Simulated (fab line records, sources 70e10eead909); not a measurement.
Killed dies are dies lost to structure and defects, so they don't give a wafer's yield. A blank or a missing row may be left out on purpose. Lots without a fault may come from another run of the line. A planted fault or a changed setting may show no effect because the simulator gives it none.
Chamber matching | flow nand_harc | NHARC_A_BONDPAD_STRIP_15 on rie_diel-13: 4 sister chambers
The step strips in O2. 4 wafers are shown with their chamber, then 7 later ones without.

WAFERS WITH THEIR CHAMBER
wafer  | chamber | drypump_motor_current_A (A)
L853.3 | 2       | 5.70
L851.2 | 3       | 5.78
L858.1 | 1       | 5.16
L858.2 | 0       | 5.62

WAFERS WITHOUT THEIR CHAMBER
wafer  | drypump_motor_current_A (A)
L858.4 | 5.68
L859.1 | 5.14
L859.4 | 5.68
L859.5 | 5.11
L863.1 | 5.69
L863.2 | 5.80
L863.4 | 5.12

WHICH CHAMBER EACH WENT THROUGH
wafer  | from the rows above     | in truth
L858.4 | can't be placed: 2 or 0 | 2
L859.1 | 1                       | 1
L859.4 | can't be placed: 2 or 0 | 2
L859.5 | 1                       | 1
L863.1 | 2                       | 2
L863.2 | 3                       | 3
L863.4 | 1                       | 1
Placed correctly: 5 of 7. Can't be placed from these rows: 2 (the true chamber is among the candidates in 2). Placed wrongly: 0.
How it was worked out, from the rows above alone: a wafer's distance from a chamber is the root of the sum, over the readings, of the square of ((its reading less the chamber's mean) divided by the reading's scatter). The wafer belongs to the nearest chamber; if the next one is less than 2 further off, it can't be placed. A chamber's mean is the mean of its shown wafers. The scatter: with one shown wafer a chamber, the root of the mean of the squares of how far each hidden wafer lies from its nearest shown one.
